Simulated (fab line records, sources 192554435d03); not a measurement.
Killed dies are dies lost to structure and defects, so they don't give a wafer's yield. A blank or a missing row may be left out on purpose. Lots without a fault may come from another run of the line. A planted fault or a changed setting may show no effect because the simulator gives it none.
fab line records | flow n5_finfet
record lots=10 wafers=27 last_day=21
route steps=1938 shown BEOL_M1@753 BEOL_M4@1111 PASSIVATION@1936
lots that met no fault: from a run of the same line without faults
start_h: hours from the record's first day to the start of the lot's first wafer shown | wait_h: hours since the lot's step before | " the same as in the row above | L1.1+2: a row that stands for several wafers | - no value, or no start given | * or withheld: withheld | < > ~ a bound
route shown NAME@n: a module of which the file shows steps, and the number in the route of the first | usual: mean/standard deviation of fault-free wafers | same: alike in all rows | chamber/n: place in a boat | sites: the reading at each site | _std_site: their standard deviation | _edge_site: outer sites' mean less inner sites' | radius_mm: how far each site lies from the wafer's centre | mask NAME#n: copy n | behind: the tool/chamber that last shaped the wafer | hold: why the lot was held/for how many hours/how that ended | device: the transistor (n, p or np) that didn't switch | end of line: the same wafers' tests at the end of the route | a step without rows: its recipe alone | killed: dies lost to structure and defects at the first sort, not the wafer's yield | map: a wafer's dies, x killed, . not, _ none there
set.NAME: the setting as run; set.NAME@STEP: as run at that earlier step | model.NAME: the simulator's own value behind a step, which no gauge read
steps of the route over a sample of lots; a table a step, a row a wafer
services: from which hour (start_h, from the record's first day; less than 0 if before it) a tool's chamber was out of use, for how many hours, and why
## steps
# step N5_BEOL_M1_PECVD_72
# recipe material=SiO2 target_thk_a=160 temp_c=400 precursor=TEOS/O2 pressure_torr=5.5 rf_w=450 teos_flow_sccm=53.8 gas=O2 flow_sccm=3000 time_s=18
# usual heater_power_w=711/65 showerhead_plenum_p_Torr=8.75/0.053 throttle_valve_pct=22.5/0.83
# columns lot.wafer tool chamber start_h wait_h heater_power_w showerhead_plenum_p_Torr throttle_valve_pct
L483.2 pecvd-01 1 130.89 0.0 770 8.84 22.3
L483.4 " 0 " " 698 8.75 23.9
L483.5 " 1 " " 761 8.84 22.3
L484.4 pecvd-03 1 135.44 0.1 721 8.67 22.9
L484.5 " 0 " " 753 8.80 22.7
L484.6 " 2 " " 628 8.76 23.1
L485.1 pecvd-01 0 135.65 0.0 692 8.76 23.5
L485.4 " 2 " " 725 8.79 20.5
L485.6 " 1 " " 749 8.86 21.9
L488.4 pecvd-03 1 156.79 0.1 691 8.69 22.9
L488.5 " 0 " " 760 8.79 22.9
L489.1 pecvd-01 0 161.25 0.0 714 8.77 23.9
L489.2 " 1 " " 688 8.86 22.1
L489.4 " 1 " " 709 8.85 22.2
L491.2 pecvd-03 2 179.59 0.0 785 8.77 23.4
L491.4 " 1 " " 701 8.66 22.8
L493.1 pecvd-03 0 186.96 0.0 748 8.78 22.8
L493.2 " 1 " " 697 8.66 23.1
L497.1 pecvd-02 2 216.28 0.0 699 8.71 21.7
L497.2 " 1 " " 623 8.77 21.8
L497.3 " 0 " " 836 8.79 22.9
L504.3 pecvd-03 1 254.64 0.0 714 8.67 22.9
L504.4 " 0 " " 776 8.79 23.0
L504.6 " 2 " " 752 8.75 21.1
L505.3 pecvd-03 0 260.00 0.0 736 8.76 22.9
L505.4 " 2 " " 715 8.74 20.7
L505.5 " 0 " " 722 8.80 23.1
# step N5_BEOL_M1_SPUTTER_88
# recipe material=Cu target_thk_a=45 temp_c=-20 chamber_pressure_pa=0.07 power_w=withheld time_s=8.29
# usual throttle_valve_pct=29.4/0.98
# columns lot.wafer tool chamber start_h wait_h throttle_valve_pct
L483.2 pvd_sputter-03 - 138.15 0.1 28.9
L483.4 " - " " 29.2
L483.5 " - " " 29.2
L484.4 pvd_sputter-03 - 157.56 0.1 28.5
L484.5 " - " " 29.0
L484.6 " - " " 28.1
L485.1 pvd_sputter-03 - 160.56 0.1 28.1
L485.4 " - " " 28.7
L485.6 " - " " 28.7
L488.4 pvd_sputter-01 - 180.42 0.1 31.4
L488.5 " - " " 29.7
L489.1 pvd_sputter-03 - 182.53 0.1 29.6
L489.2 " - " " 27.8
L489.4 " - " " 29.1
L491.2 pvd_sputter-03 - 194.26 0.1 29.4
L491.4 " - " " 28.6
L493.1 pvd_sputter-03 - 198.26 0.1 29.2
L493.2 " - " " 28.1
L497.1 pvd_sputter-02 - 233.39 0.1 28.7
L497.2 " - " " 30.8
L497.3 " - " " 28.7
L504.3 pvd_sputter-02 - 270.10 0.1 30.2
L504.4 " - " " 28.6
L504.6 " - " " 30.2
L505.3 pvd_sputter-01 - 298.62 0.1 29.1
L505.4 " - " " 28.6
L505.5 " - " " 31.3
# step N5_BEOL_M1_ANNEAL_89
# recipe temp_c=400 time_s=240 ambient=vacuum
# usual heater_power_w=806/74
# columns lot.wafer tool chamber start_h wait_h heater_power_w
L483.2 pvd_sputter-03 - 138.23 0.0 894
L483.4 " - " " 882
L483.5 " - " " 900
L484.4 pvd_sputter-03 - 157.64 0.0 904
L484.5 " - " " 893
L484.6 " - " " 715
L485.1 pvd_sputter-03 - 160.64 0.0 711
L485.4 " - " " 933
L485.6 " - " " 901
L488.4 pvd_sputter-01 - 180.50 0.0 696
L488.5 " - " " 804
L489.1 pvd_sputter-03 - 182.61 0.0 782
L489.2 " - " " 711
L489.4 " - " " 878
L491.2 pvd_sputter-03 - 194.34 0.0 881
L491.4 " - " " 938
L493.1 pvd_sputter-03 - 198.34 0.0 878
L493.2 " - " " 728
L497.1 pvd_sputter-02 - 233.47 0.0 717
L497.2 " - " " 948
L497.3 " - " " 781
L504.3 pvd_sputter-02 - 270.18 0.0 897
L504.4 " - " " 782
L504.6 " - " " 890
L505.3 pvd_sputter-01 - 298.70 0.0 844
L505.4 " - " " 813
L505.5 " - " " 726
# step N5_BEOL_M1_CMP_52
# recipe stop_on=SiOC t_overpolish_s=6.8 down_force_psi=1 platen_rpm=50 clearing_platen_down_force_psi=1.5 clearing_platen_rpm=50 post_cmp_clean=cu_alkaline target_thk_nm=40 clearing_platen_pad_velocity_m_s=0.99484 pad_velocity_m_s=0.99484
# usual barrier_field_endpoint_s=24.6/0.65 clearing_platen_down_force_psi=1.4993/0.0027 edge_zone_pressure_frac=1.000/0.005 motor_current_A=6.2/0.8
# columns lot.wafer tool chamber start_h wait_h barrier_field_endpoint_s clearing_platen_down_force_psi edge_zone_pressure_frac motor_current_A
L483.4 cmp-02 3 139.66 0.2 24.2 1.4999 0.996 5.0
L483.2 " 1 " " 24.7 1.4931 1.000 6.1
L483.5 " 3 " " 24.2 1.5028 0.998 5.0
L484.4 cmp-04 0 158.97 0.2 23.5 1.4972 1.007 6.0
L484.6 " 3 " " 24.5 1.4982 1.010 6.6
L484.5 " 0 " " 24.3 1.4999 1.004 5.5
L485.4 cmp-01 0 162.01 0.2 24.7 1.4990 0.996 6.3
L485.1 " 1 " " 24.3 1.4983 0.995 4.6
L485.6 " 3 " " 25.1 1.4995 0.996 6.6
L488.4 cmp-04 2 181.91 0.2 33.7 1.5025 0.999 5.9
L488.5 " 3 " " 24.5 1.5063 1.000 6.4
L489.2 cmp-01 2 183.94 0.2 24.7 1.4975 0.996 6.7
L489.4 " 3 " " 25.1 1.4983 0.990 7.4
L489.1 " 0 " " 24.4 1.4983 0.988 6.7
L491.4 cmp-01 2 195.74 0.2 34.3 1.4972 0.997 6.8
L491.2 " 3 " " 25.1 1.4985 1.006 6.9
L493.1 cmp-04 2 199.71 0.3 32.9 1.4988 1.007 6.2
L493.2 " 3 " " 25.1 1.4948 1.000 7.0
L497.1 cmp-01 0 234.88 0.3 24.3 1.5004 1.000 6.5
L497.2 " 1 " " 24.3 1.5014 1.000 4.7
L497.3 " 2 " " 25.1 1.4988 1.000 7.0
L504.4 cmp-01 2 271.51 0.2 24.7 1.4979 0.996 6.9
L504.3 " 3 " " 24.6 1.4973 1.007 6.9
L504.6 " 1 " " 23.2 1.5012 1.009 4.6
L505.3 cmp-04 2 300.03 0.2 24.9 1.5017 0.993 5.9
L505.4 " 3 " " 25.6 1.4985 1.003 6.4
L505.5 " 2 " " 25.1 1.5005 0.995 6.2
# step N5_BEOL_M1_DEP_57
# recipe material=SiCN target_thk_a=80 temp_c=withheld precursor=3MS/NH3 pressure_torr=3 rf_w=202 time_s=14
# usual showerhead_plenum_p_Torr=3.661/0.011 throttle_valve_pct=9.1/0.36
# columns lot.wafer tool chamber start_h wait_h showerhead_plenum_p_Torr throttle_valve_pct
L483.2 pecvd-03 0 140.16 0.0 3.664 9.3
L483.4 " 2 " " 3.657 9.3
L483.5 " 0 " " 3.667 9.2
L484.4 pecvd-03 1 159.44 0.0 3.646 9.4
L484.5 " 2 " " 3.654 9.4
L484.6 " 0 " " 3.666 9.0
L485.1 pecvd-03 2 162.42 0.0 3.663 9.4
L485.4 " 0 " " 3.671 9.2
L485.6 " 1 " " 3.650 9.3
L488.4 pecvd-03 1 182.30 0.0 3.648 9.1
L488.5 " 0 " " 3.667 9.3
L489.1 pecvd-03 0 184.39 0.0 3.670 9.1
L489.2 " 1 " " 3.635 9.3
L489.4 " 0 " " 3.662 9.4
L491.2 pecvd-03 0 196.19 0.0 3.658 9.2
L491.4 " 0 " " 3.669 9.2
L493.1 pecvd-02 2 200.18 0.0 3.659 8.7
L493.2 " 1 " " 3.658 8.7
L497.1 pecvd-02 1 235.36 0.0 3.665 8.7
L497.2 " 2 " " 3.658 9.0
L497.3 " 0 " " 3.674 9.2
L504.3 pecvd-01 2 271.96 0.0 3.674 8.5
L504.4 " 1 " " 3.683 9.2
L504.6 " 0 " " 3.665 9.7
L505.3 pecvd-01 2 300.48 0.0 3.669 8.4
L505.4 " 2 " " 3.670 8.3
L505.5 " 1 " " 3.680 9.0
# step N5_BEOL_M4_RC_MEAS_101
# usual DIBL_N=36.3/1.1 DIBL_P=36.3/1.4 IOFF_N=0.155/0.019 IOFF_P=0.211/0.027 ION_N=672/8.5 ION_P=462/5.8 SS_N=71.5/0.56 SS_P=73.3/0.52 VT_N=249.9/2.5 VT_P=-249.8/2.8
# columns lot.wafer tool chamber start_h wait_h DIBL_N[mV/V] DIBL_P[mV/V] IOFF_N[nA/um] IOFF_P[nA/um] ION_N[uA/um] ION_P[uA/um] SS_N[mV/dec] SS_P[mV/dec] VT_N[mV] VT_P[mV]
L483.2 prober-01 0 210.19 0.2 37.5 38.2 0.185 0.238 676 460 71.3 74.3 247.9 -248.6
L483.4 " 0 " " 37.8 39.5 0.200 0.248 675 459 73.1 74.2 245.3 -248.1
L483.5 " 0 " " 35.0 35.7 0.143 0.190 670 463 71.3 73.0 250.0 -251.1
L485.1 prober-01 0 219.84 0.0 35.0 36.1 0.126 0.198 669 459 70.9 72.1 255.9 -249.1
L485.4 " 0 " " 35.6 37.4 0.148 0.235 679 473 71.3 73.1 248.9 -247.1
L485.6 " 0 " " 36.1 37.8 0.149 0.227 668 458 71.5 72.3 251.6 -248.8
L484.4 prober-01 0 228.86 0.5 35.6 36.9 0.152 0.178 669 451 71.1 73.6 248.7 -253.7
L484.5 " 0 " " 34.9 35.4 0.134 0.170 670 456 71.3 73.3 249.2 -252.4
L484.6 " 0 " " 35.7 35.9 0.153 0.178 671 455 72.0 73.3 251.5 -253.4
L488.4 prober-01 0 257.35 0.5 37.0 36.1 0.151 0.196 676 456 70.8 72.4 249.1 -252.9
L488.5 " 0 " " 37.8 36.5 0.166 0.200 680 455 71.3 73.5 249.3 -253.1
L489.1 prober-02 0 289.57 0.0 36.7 37.0 0.177 0.217 689 466 71.6 74.0 250.4 -248.3
L489.2 " 0 " " 37.7 37.7 0.182 0.223 677 459 72.3 73.2 245.9 -247.1
L489.4 " 0 " " 36.1 34.9 0.156 0.183 670 456 71.0 73.2 249.7 -251.6
L491.2 prober-02 0 311.20 0.2 35.9 36.0 0.138 0.162 662 451 71.5 73.4 250.9 -255.3
L491.4 " 0 " " 35.2 35.6 0.128 0.158 668 456 70.8 72.3 255.3 -256.4
L493.1 prober-01 0 324.10 0.0 37.2 36.9 0.151 0.183 670 455 71.2 73.8 251.3 -253.2
L493.2 " 0 " " 38.5 38.1 0.178 0.206 664 452 72.3 73.0 250.4 -249.8
L505.3 prober-02 0 364.69 0.3 37.2 36.6 0.171 0.241 678 467 72.2 73.7 251.6 -246.2
L505.4 " 0 " " 38.7 36.8 0.196 0.250 671 461 72.8 73.2 246.3 -246.9
L505.5 " 0 " " 37.2 35.6 0.161 0.223 674 464 71.9 73.3 247.5 -249.5
L497.1 prober-01 0 391.32 0.0 35.9 36.9 0.156 0.221 670 460 70.8 73.5 250.6 -248.0
L497.2 " 0 " " 34.9 36.0 0.146 0.203 679 467 71.2 73.0 247.6 -249.4
L497.3 " 0 " " 35.3 36.3 0.161 0.217 665 463 71.5 72.8 248.6 -246.2
L504.3 prober-01 0 401.12 0.3 35.6 35.2 0.158 0.210 682 464 72.1 73.3 248.2 -248.4
L504.4 " 0 " " 36.3 34.7 0.159 0.200 666 459 72.0 73.4 249.2 -250.9
L504.6 " 0 " " 36.0 35.2 0.158 0.205 675 458 71.3 73.0 249.8 -249.2
# step N5_PASSIVATION_PROBE_49
# usual defect_limited_yield=91.4/1.2 killed_at_M0_to_M3=34/10 killed_at_M4_up=14/5.1 killed_at_contacts=12/6.4 killed_at_front_end=38/9.3 killed_at_other=4/3 killed_dies=102/15 killed_open=67/12 killed_short=33/6.9 sort_bin_5_function=5.0/0.86 sort_bin_6_memory=3.2/0.58 sort_n_pass=1078/15 sort_yield_pct=91.4/1.2
# same gross_dies=1180 killed_at_back_side=0 sort_bin_4_leakage[%]=0 sort_bin_8_speed[%]=0
# columns lot.wafer tool chamber start_h wait_h defect_limited_yield[%] killed_at_M0_to_M3 killed_at_M4_up killed_at_contacts killed_at_front_end killed_at_other killed_dies killed_open killed_short sort_bin_5_function[%] sort_bin_6_memory[%] sort_n_pass sort_yield_pct[%]
L483.2 prober-02 - 313.71 0.1 91.9 17 16 17 41 5 96 67 23 4.1 4.0 1084 91.9
L483.4 prober-02 - 313.81 0.2 91.5 29 10 11 41 9 100 58 42 4.6 3.3 1080 91.5
L483.5 prober-02 - 313.86 0.2 91.4 32 4 13 47 5 101 64 36 5.2 3.1 1079 91.4
L485.1 prober-01 - 330.42 0.0 89.8 29 30 24 33 4 120 80 36 6.0 3.8 1060 89.8
L485.4 prober-01 - 330.57 0.2 90.7 35 14 11 45 5 110 77 33 5.7 3.2 1070 90.7
L485.6 prober-01 - 330.67 0.3 91.4 33 13 21 33 2 102 75 25 5.2 3.3 1078 91.4
L484.4 prober-01 - 337.80 0.2 91.7 48 14 8 25 3 98 68 26 4.7 3.2 1082 91.7
L484.5 prober-01 - 337.85 0.2 90.3 42 24 6 39 3 114 74 39 6.1 3.2 1066 90.3
L484.6 prober-01 - 337.90 0.3 88.6 52 20 3 59 1 135 85 44 6.4 4.5 1045 88.6
L488.4 prober-01 - 358.46 0.2 93.6 32 10 6 25 3 76 43 32 3.5 2.5 1104 93.6
L488.5 prober-01 - 358.51 0.2 91.0 48 13 19 26 0 106 65 39 5.8 3.1 1074 91.0
L489.1 prober-01 - 388.53 0.0 91.6 29 13 21 32 4 99 71 27 5.3 2.8 1081 91.6
L489.2 prober-01 - 388.58 0.1 92.3 28 9 21 30 3 91 63 25 4.8 2.8 1089 92.3
L489.4 prober-01 - 388.68 0.2 90.8 38 7 31 30 2 108 75 32 4.7 4.1 1072 90.8
L491.2 prober-02 - 422.24 0.4 92.9 39 13 6 20 6 84 58 25 4.2 3.0 1096 92.9
L491.4 prober-02 - 422.34 0.5 92.7 28 16 11 28 3 86 55 28 4.9 2.4 1094 92.7
L493.1 prober-01 - 435.03 0.0 91.0 44 18 18 23 3 106 68 36 5.8 3.1 1074 91.0
L493.2 prober-01 - 435.08 0.1 91.9 35 10 18 28 4 95 70 25 4.7 3.2 1085 91.9
L505.3 prober-02 - 484.24 0.1 88.0 58 15 13 52 4 142 106 35 8.0 3.8 1038 88.0
L505.4 prober-02 - 484.29 0.2 89.2 60 9 18 38 3 128 86 39 6.1 4.2 1052 89.2
L505.5 prober-02 - 484.34 0.2 91.8 37 9 15 35 1 97 73 24 5.8 1.9 1083 91.8
L497.1 prober-01 - 505.24 0.0 92.9 18 12 7 43 4 84 53 28 3.6 3.0 1096 92.9
L497.2 prober-01 - 505.29 0.1 91.5 40 19 3 33 5 100 69 30 5.1 3.1 1080 91.5
L497.3 prober-01 - 505.34 0.1 90.9 42 23 4 37 1 107 70 37 6.4 2.5 1073 90.9
L504.3 prober-01 - 511.95 0.1 90.5 61 10 10 31 0 112 74 38 5.6 3.4 1068 90.5
L504.4 prober-01 - 512.00 0.2 89.2 66 19 3 39 0 127 80 45 6.1 3.9 1053 89.2
L504.6 prober-01 - 512.10 0.3 91.4 46 10 10 35 0 101 64 36 4.6 3.7 1079 91.4
# killed by level:class
L483.2 BEOL_M4:geometric_particle:open=11 STI_FIN_REVEAL:geometric_particle:open=10 MOL_CONTACT_COAG:geometric_particle:open=10 FIN_SAQP:geometric_particle:open=9 MOL_CONTACT_COAG:geometric_particle:short=5 BEOL_M3:geometric_particle:open=5 FIN_SAQP:geometric_particle:short=4 STI_FIN_REVEAL:geometric_particle:short=4
L483.4 STI_FIN_REVEAL:geometric_particle:open=11 BEOL_M0_SAQP:geometric_particle:short=10 FIN_SAQP:geometric_particle:short=9 MOL_CONTACT_COAG:geometric_particle:open=9 BEOL_M0_SAQP:geometric_particle:open=7 BEOL_M3:geometric_particle:open=6 FIN_SAQP:geometric_particle:open=5 BEOL_M8:geometric_particle:open=4
L483.5 STI_FIN_REVEAL:geometric_particle:open=19 MOL_CONTACT_COAG:geometric_particle:open=10 BEOL_M0_SAQP:geometric_particle:open=10 BEOL_M0_SAQP:geometric_particle:short=9 FIN_SAQP:geometric_particle:short=6 GATE_CUT:geometric_particle:short=5 BEOL_M2:geometric_particle:open=5 DUMMY_GATE:geometric_particle:short=4
L485.1 MOL_CONTACT_COAG:geometric_particle:open=16 BEOL_M3:geometric_particle:open=12 BEOL_M4:geometric_particle:open=9 MOL_CONTACT_COAG:geometric_particle:short=8 FIN_SAQP:geometric_particle:open=7 BEOL_M2:geometric_particle:open=5 FIN_SAQP:geometric_particle:short=4 STI_FIN_REVEAL:geometric_particle:open=4
L485.4 BEOL_M3:geometric_particle:open=11 FIN_SAQP:geometric_particle:open=10 BEOL_M2:geometric_particle:open=8 MOL_CONTACT_COAG:geometric_particle:open=7 BEOL_M4:geometric_particle:open=7 FIN_SAQP:geometric_particle:short=6 STI_FIN_REVEAL:geometric_particle:open=6 STARTING-WAFER:geometric_particle:short=5
L485.6 MOL_CONTACT_COAG:geometric_particle:open=19 FIN_SAQP:geometric_particle:open=11 BEOL_M3:geometric_particle:open=10 BEOL_M4:geometric_particle:open=7 BEOL_M1:geometric_particle:open=5 FIN_SAQP:geometric_particle:short=4 BEOL_M0_SAQP:geometric_particle:open=4 STI_FIN_REVEAL:geometric_particle:short=3
L484.4 BEOL_M0_SAQP:geometric_particle:open=14 FIN_SAQP:geometric_particle:open=12 BEOL_M0_SAQP:geometric_particle:short=12 BEOL_M3:geometric_particle:open=11 MOL_CONTACT_COAG:geometric_particle:open=7 BEOL_M1:geometric_particle:open=4 BEOL_M2:geometric_particle:open=4 DUMMY_GATE:geometric_particle:open=3
L484.5 FIN_SAQP:geometric_particle:open=18 BEOL_M0_SAQP:geometric_particle:short=11 BEOL_M4:geometric_particle:open=10 BEOL_M0_SAQP:geometric_particle:open=8 BEOL_M3:geometric_particle:open=7 GATE_CUT:geometric_particle:short=6 FIN_SAQP:geometric_particle:short=5 MOL_CONTACT_COAG:geometric_particle:open=5
L484.6 BEOL_M0_SAQP:geometric_particle:open=16 BEOL_M0_SAQP:geometric_particle:short=15 FIN_SAQP:geometric_particle:open=14 STI_FIN_REVEAL:geometric_particle:open=12 FIN_SAQP:geometric_particle:short=8 BEOL_M4:geometric_particle:open=8 BEOL_M3:geometric_particle:open=8 DUMMY_GATE:geometric_particle:open=6
L488.4 BEOL_M0_SAQP:geometric_particle:short=8 BEOL_M0_SAQP:geometric_particle:open=8 MOL_CONTACT_COAG:geometric_particle:open=6 FIN_SAQP:geometric_particle:open=5 BEOL_M3:geometric_particle:short=5 BEOL_M3:geometric_particle:open=5 BEOL_M4:geometric_particle:open=4 FIN_SAQP:geometric_particle:short=3
L488.5 MOL_CONTACT_COAG:geometric_particle:open=16 BEOL_M0_SAQP:geometric_particle:short=16 BEOL_M0_SAQP:geometric_particle:open=15 BEOL_M4:geometric_particle:open=7 FIN_SAQP:geometric_particle:short=6 FIN_SAQP:geometric_particle:open=4 BEOL_M2:geometric_particle:open=4 BEOL_M3:geometric_particle:open=4
L489.1 MOL_CONTACT_COAG:geometric_particle:open=17 FIN_SAQP:geometric_particle:open=11 BEOL_M0_SAQP:geometric_particle:open=11 BEOL_M0_SAQP:geometric_particle:short=7 BEOL_M4:geometric_particle:open=7 STARTING-WAFER:geometric_particle:open=7 GATE_CUT:geometric_particle:short=6 BEOL_M1:geometric_particle:open=5
L489.2 MOL_CONTACT_COAG:geometric_particle:open=16 BEOL_M1:geometric_particle:open=7 BEOL_M2:geometric_particle:open=7 DUMMY_GATE:geometric_particle:open=6 BEOL_M0_SAQP:geometric_particle:short=5 STI_FIN_REVEAL:geometric_particle:open=5 GATE_CUT:geometric_particle:short=5 MOL_CONTACT_COAG:geometric_particle:short=5
L489.4 MOL_CONTACT_COAG:geometric_particle:open=26 BEOL_M0_SAQP:geometric_particle:short=11 BEOL_M0_SAQP:geometric_particle:open=10 BEOL_M2:geometric_particle:open=8 GATE_CUT:geometric_particle:open=6 STI_FIN_REVEAL:geometric_particle:open=5 MOL_CONTACT_COAG:geometric_particle:short=5 FIN_SAQP:geometric_particle:short=4
L491.2 BEOL_M2:geometric_particle:open=11 BEOL_M0_SAQP:geometric_particle:short=8 BEOL_M0_SAQP:geometric_particle:open=7 MOL_CONTACT_COAG:geometric_particle:open=5 BEOL_M1:geometric_particle:open=5 BEOL_M3:geometric_particle:open=4 BEOL_M4:geometric_particle:open=4 FIN_SAQP:geometric_particle:open=3
L491.4 MOL_CONTACT_COAG:geometric_particle:open=10 FIN_SAQP:geometric_particle:short=8 BEOL_M0_SAQP:geometric_particle:open=8 FIN_SAQP:geometric_particle:open=5 BEOL_M0_SAQP:geometric_particle:short=5 BEOL_M3:geometric_particle:open=5 BEOL_M4:geometric_particle:open=4 STI_FIN_REVEAL:geometric_particle:open=3
L493.1 MOL_CONTACT_COAG:geometric_particle:open=16 BEOL_M0_SAQP:geometric_particle:short=16 BEOL_M0_SAQP:geometric_particle:open=12 BEOL_M4:geometric_particle:open=8 BEOL_M1:geometric_particle:open=7 BEOL_M3:geometric_particle:open=6 FIN_SAQP:geometric_particle:open=4 FIN_SAQP:geometric_particle:short=4
L493.2 MOL_CONTACT_COAG:geometric_particle:open=14 BEOL_M2:geometric_particle:open=10 BEOL_M3:geometric_particle:open=8 BEOL_M0_SAQP:geometric_particle:open=7 BEOL_M1:geometric_particle:open=7 FIN_SAQP:geometric_particle:open=5 FIN_SAQP:geometric_particle:short=5 STI_FIN_REVEAL:geometric_particle:open=5
L505.3 BEOL_M0_SAQP:geometric_particle:open=13 BEOL_M2:geometric_particle:open=12 FIN_SAQP:geometric_particle:open=11 MOL_CONTACT_COAG:geometric_particle:open=10 BEOL_M1:geometric_particle:open=10 BEOL_M3:geometric_particle:open=10 STI_FIN_REVEAL:geometric_particle:open=9 STI_FIN_REVEAL:geometric_particle:short=6
L505.4 MOL_CONTACT_COAG:geometric_particle:open=16 BEOL_M0_SAQP:geometric_particle:short=15 BEOL_M0_SAQP:geometric_particle:open=15 STI_FIN_REVEAL:geometric_particle:open=14 BEOL_M2:geometric_particle:open=10 FIN_SAQP:geometric_particle:open=6 BEOL_M3:geometric_particle:open=6 STARTING-WAFER:geometric_particle:open=6
L505.5 BEOL_M2:geometric_particle:open=14 MOL_CONTACT_COAG:geometric_particle:open=14 DUMMY_GATE:geometric_particle:open=9 BEOL_M1:geometric_particle:open=9 STI_FIN_REVEAL:geometric_particle:open=8 BEOL_M0_SAQP:geometric_particle:short=7 FIN_SAQP:geometric_particle:open=6 STARTING-WAFER:geometric_particle:short=5
L497.1 FIN_SAQP:geometric_particle:open=10 DUMMY_GATE:geometric_particle:open=5 MOL_CONTACT_COAG:geometric_particle:open=5 FIN_SAQP:geometric_particle:short=4 DUMMY_GATE:geometric_particle:short=4 BEOL_M0_SAQP:geometric_particle:short=4 STI_FIN_REVEAL:geometric_particle:open=3 BEOL_M0_SAQP:geometric_particle:open=3
L497.2 BEOL_M2:geometric_particle:open=9 BEOL_M0_SAQP:geometric_particle:open=8 BEOL_M0_SAQP:geometric_particle:short=8 STI_FIN_REVEAL:geometric_particle:open=7 DUMMY_GATE:geometric_particle:open=7 BEOL_M4:geometric_particle:open=7 BEOL_M1:geometric_particle:open=4 BEOL_M3:geometric_particle:open=4
L497.3 BEOL_M4:geometric_particle:open=11 BEOL_M0_SAQP:geometric_particle:short=10 BEOL_M0_SAQP:geometric_particle:open=9 BEOL_M2:geometric_particle:open=9 DUMMY_GATE:geometric_particle:open=8 STI_FIN_REVEAL:geometric_particle:open=7 STARTING-WAFER:geometric_particle:short=6 BEOL_M1:geometric_particle:open=5
L504.3 BEOL_M0_SAQP:geometric_particle:open=16 BEOL_M0_SAQP:geometric_particle:short=15 BEOL_M2:geometric_particle:open=11 MOL_CONTACT_COAG:geometric_particle:open=7 STI_FIN_REVEAL:geometric_particle:open=6 BEOL_M3:geometric_particle:open=6 FIN_SAQP:geometric_particle:open=5 GATE_CUT:geometric_particle:short=4
L504.4 BEOL_M0_SAQP:geometric_particle:short=14 BEOL_M2:geometric_particle:open=13 BEOL_M4:geometric_particle:open=9 FIN_SAQP:geometric_particle:open=8 GATE_CUT:geometric_particle:short=8 BEOL_M1:geometric_particle:open=8 BEOL_M3:geometric_particle:open=8 BEOL_M0:geometric_particle:open=7
L504.6 BEOL_M0_SAQP:geometric_particle:open=12 BEOL_M1:geometric_particle:open=11 MOL_CONTACT_COAG:geometric_particle:open=9 STI_FIN_REVEAL:geometric_particle:open=7 FIN_SAQP:geometric_particle:short=6 GATE_CUT:geometric_particle:short=6 BEOL_M3:geometric_particle:short=6 BEOL_M0_SAQP:geometric_particle:short=5
## services
# columns tool chamber start_h hours kind
cmp-01 - 115.21 8.2 repair
cmp-04 - 116.21 6.9 pm
pvd_sputter-03 - 118.46 0.5 repair
pecvd-03 - 118.87 2.8 pm
cmp-01 - 130.49 4.0 pm
pecvd-02 - 135.57 2.8 pm
pvd_sputter-01 - 138.92 4.7 repair
pecvd-02 - 146.48 1.5 repair
pecvd-01 - 162.13 6.0 pm
cmp-02 - 163.22 4.0 repair
pvd_sputter-02 - 163.68 5.1 repair
pecvd-01 2 172.07 17.2 repair
pecvd-01 - 178.09 0.9 repair
cmp-02 - 183.58 18.2 repair
cmp-04 - 187.56 0.4 repair
cmp-02 - 215.05 3.4 repair
cmp-02 - 230.85 4.1 repair
cmp-04 - 233.46 4.0 pm
cmp-04 - 264.82 0.8 repair
pvd_sputter-03 - 273.75 1.9 repair
pecvd-02 0 274.67 30.8 repair
cmp-01 - 278.77 2.6 repair
cmp-04 - 288.21 0.8 repair
cmp-01 - 298.90 1.8 repair
## key
first_sign step=N5_BEOL_M1_CMP_52 reading=barrier_field_endpoint_s direction=up sigmas=14 usual=24.6 struck=33.6
effect none on later readings
met_at N5_BEOL_M1_PECVD_72
struck_lots L488,L491,L493
struck_wafers L488.4,L491.4,L493.1
not_acting_at N5_BEOL_M1_SPUTTER_88,N5_BEOL_M1_ANNEAL_89,N5_BEOL_M1_DEP_57
onset_between 135.44 156.79
fault kind=process_parameter_drift tool=pecvd-03 chamber=- onset_h=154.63 steps=N5_BEOL_M1_PECVD_72 channel=time_s offset=* shape=step end_h=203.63 scope=struck_wafers_only acts_in=* stated=*
